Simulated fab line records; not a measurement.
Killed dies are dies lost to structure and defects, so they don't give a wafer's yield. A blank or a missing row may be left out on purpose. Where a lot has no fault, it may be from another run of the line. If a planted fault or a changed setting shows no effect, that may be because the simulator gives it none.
Which of the tools did it? | flow nand_harc | 11 lots with 33 wafers sampled at 3 steps, on a route of 1159 steps

## WHAT THE GAUGES SHOWED, per wafer
NHARC_P_ZERO_WELL_CD_MEAS_24: target cd 720 nm. Usual: cd_nm 720.4 nm, standard deviation 1.4.
lot  | measured    | on        | cd_nm (nm)        | flag
L755 | day 1 14:37 | cd_sem-03 | 720.1 720.5 721.0 |
L756 | day 1 20:20 | cd_sem-03 | 720.7 718.9 721.0 |
L757 | day 2 02:37 | cd_sem-01 | 721.2 721.4 721.1 |
L758 | day 2 08:35 | cd_sem-01 | 721.0 719.5 722.3 |
L759 | day 2 14:36 | cd_sem-01 | 680.0 682.7 681.1 | OFF
L767 | day 4 14:28 | cd_sem-02 | 722.3 721.4 719.5 |
L769 | day 5 02:24 | cd_sem-01 | 720.3 720.3 718.7 |
L770 | day 5 08:35 | cd_sem-03 | 718.7 717.4 721.4 |
L772 | day 5 20:45 | cd_sem-03 | 720.4 721.8 718.6 |
L775 | day 6 14:35 | cd_sem-02 | 719.0 720.6 720.2 |
L776 | day 6 20:36 | cd_sem-01 | 722.7 723.5 722.7 |

## EACH LOT AND THE TOOL THAT RAN IT (in order: tool; ch and the chambers of the sampled wafers; start)
lot  | NHARC_P_ZERO_WELL_ETCH_63       | NHARC_P_ZERO_WELL_EXPOSE_21
L755 | rie_si-03 ch 1,2,3, day 1 13:41 | krf_scanner-02 ch 0, day 1 14:28
L756 | rie_si-03 ch 0,3, day 1 19:32   | krf_scanner-02 ch 0, day 1 20:11
L757 | rie_si-03 ch 0,1,2, day 2 01:40 | krf_scanner-03 ch 0, day 2 02:28
L758 | rie_si-03 ch 0,1,3, day 2 07:40 | krf_scanner-01 ch 0, day 2 08:26
L759 | rie_si-06 ch 0,1,2, day 2 13:41 | krf_scanner-03 ch 0, day 2 14:26
L767 | rie_si-02 ch 0,3, day 4 13:32   | krf_scanner-02 ch 0, day 4 14:19
L769 | rie_si-06 ch 0,1, day 5 01:32   | krf_scanner-02 ch 0, day 5 02:14
L770 | rie_si-06 ch 0,2,3, day 5 07:38 | krf_scanner-03 ch 0, day 5 08:26
L772 | rie_si-02 ch 0,1,2, day 5 19:50 | krf_scanner-03 ch 0, day 5 20:36
L775 | rie_si-06 ch 1,2,3, day 6 13:40 | krf_scanner-03 ch 0, day 6 14:26
L776 | rie_si-03 ch 1,2,3, day 6 19:40 | krf_scanner-02 ch 0, day 6 20:27
- NHARC_P_ZERO_WELL_ETCH_63: etches the open film in HBr/Cl2, target depth 120 nm, time 40.1 s.
- NHARC_P_ZERO_WELL_EXPOSE_21: exposes mask P NWELL, target cd 720 nm.

## AS READ BY THE TOOLS THEMSELVES (means over the sampled wafers that have a number; for cases with no such wafer, the mark the record gives instead)
NHARC_P_ZERO_WELL_ETCH_63. Usual: drypump_motor_current_A 5.8 A, standard deviation 0.48; he_backside_leak_sccm 2.9 sccm, standard deviation 0.33; oes_product_au 1.004 a.u., standard deviation 0.0084; throttle_valve_pct 26.405 %, standard deviation 0.0085.
lot  | tool      | drypump_motor_current_A (A) | he_backside_leak_sccm (sccm) | oes_product_au (a.u.) | throttle_valve_pct (%) | flag
L755 | rie_si-03 | 5.9                         | 2.8                          | 1.018                 | 26.407                 |
L756 | rie_si-03 | 5.4                         | 2.8                          | 1.009                 | 26.408                 |
L757 | rie_si-03 | 6.2                         | 2.7                          | 1.003                 | 26.409                 |
L758 | rie_si-03 | 5.8                         | 2.9                          | 0.997                 | 26.411                 |
L759 | rie_si-06 | 5.7                         | 2.9                          | 1.006                 | 26.400                 |
L767 | rie_si-02 | 5.4                         | 2.9                          | 1.000                 | 26.409                 |
L769 | rie_si-06 | 5.9                         | 3.5                          | 1.002                 | 26.403                 |
L770 | rie_si-06 | 5.6                         | 3.0                          | 1.004                 | 26.398                 |
L772 | rie_si-02 | 5.7                         | 2.9                          | 1.001                 | 26.398                 |
L775 | rie_si-06 | 5.7                         | 2.9                          | 1.007                 | 26.402                 |
L776 | rie_si-03 | 5.9                         | 2.8                          | 1.004                 | 26.414                 |

NHARC_P_ZERO_WELL_EXPOSE_21. Usual: exposure_dose_mJ_cm2 22.309, standard deviation 0.023; stage_vel_mm_s 500.00 mm/s, standard deviation 0.26.
lot  | tool           | exposure_dose_mJ_cm2 | stage_vel_mm_s (mm/s) | flag
L755 | krf_scanner-02 | 22.301               | 500.21                |
L756 | krf_scanner-02 | 22.304               | 500.24                |
L757 | krf_scanner-03 | 22.308               | 500.23                |
L758 | krf_scanner-01 | 22.352               | 499.96                |
L759 | krf_scanner-03 | 22.337               | 500.08                |
L767 | krf_scanner-02 | 22.338               | 499.70                |
L769 | krf_scanner-02 | 22.281               | 500.08                |
L770 | krf_scanner-03 | 22.285               | 499.71                |
L772 | krf_scanner-03 | 22.297               | 499.70                |
L775 | krf_scanner-03 | 22.296               | 500.05                |
L776 | krf_scanner-02 | 22.301               | 499.97                |

## THE ANSWER, worked out from the rows above alone
Rule: a lot is off if the mean of its wafers that have a number lies more than 3 standard deviations from the usual mean. A lot without any number at a reading at which 4 lots or more have one is off too. All remaining lots with rows at the step are treated as sound. The gauges are gone through in route order, then the tools' own readings, and for those a lot's mean is taken as printed above. At the first step where some lot is off, the reading lying furthest off is the one used; lots without a number count as furthest.
Off, at NHARC_P_ZERO_WELL_CD_MEAS_24 on cd_nm: L759.
A tool fits if, at a process step before that reading, it ran every lot that is off, and no sound lot after the first of them. Those tools and the gauges at NHARC_P_ZERO_WELL_CD_MEAS_24 are tried in the same way. Of those tried, none fits.

## WHAT WAS PUT IN BY THE SIMULATOR
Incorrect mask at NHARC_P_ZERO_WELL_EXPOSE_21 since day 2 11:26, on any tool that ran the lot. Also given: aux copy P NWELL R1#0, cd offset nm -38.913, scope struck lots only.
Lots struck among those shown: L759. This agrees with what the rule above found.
